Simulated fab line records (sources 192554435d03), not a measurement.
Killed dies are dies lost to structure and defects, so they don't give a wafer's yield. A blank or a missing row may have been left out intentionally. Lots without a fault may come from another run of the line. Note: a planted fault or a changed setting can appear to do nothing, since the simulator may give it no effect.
Matching of chambers | flow n5-finfet | 4 sister chambers for N5_BEOL_M0_SAQP_ETCH_88 on rie-diel-06
The step etches underlayer in N2/H2, target depth 6.5 nm, time 5.2 s. 4 wafers are shown with their chamber, then 9 later ones without.

WAFERS WITH THEIR CHAMBER
wafer  | chamber | throttle-valve-pct (%)
L093.3 | 2       | 18.22
L093.4 | 1       | 17.51
L093.5 | 3       | 17.80
L093.6 | 0       | 18.42

WAFERS WITH NO CHAMBER GIVEN
wafer  | throttle-valve-pct (%)
L094.3 | 17.49
L094.4 | 17.83
L094.6 | 17.81
L096.1 | 17.82
L096.2 | 17.51
L096.3 | 18.42
L097.2 | 17.83
L097.4 | 18.46
L097.6 | 17.81

CHAMBER TAKEN BY EACH
wafer  | from the rows above | in truth
L094.3 | 1                   | 1
L094.4 | 3                   | 3
L094.6 | 3                   | 3
L096.1 | 3                   | 3
L096.2 | 1                   | 1
L096.3 | 0                   | 0
L097.2 | 3                   | 3
L097.4 | 0                   | 0
L097.6 | 3                   | 3
9 of 9 placed correctly. Not placeable from these rows: 0. Number placed wrongly: 0.
How it was worked out, from the rows above alone: a wafer's distance from a chamber is the root of the sum, over the readings, of the square of ((its reading less the chamber's mean) divided by the reading's scatter). If the next closest chamber is less than 2 further off than the closest, the wafer can't be placed; otherwise it belongs to the closest. Each chamber's mean is taken over the wafers shown for it. The scatter: root of mean squared gap, hidden wafer to nearest shown wafer, with one shown wafer a chamber.
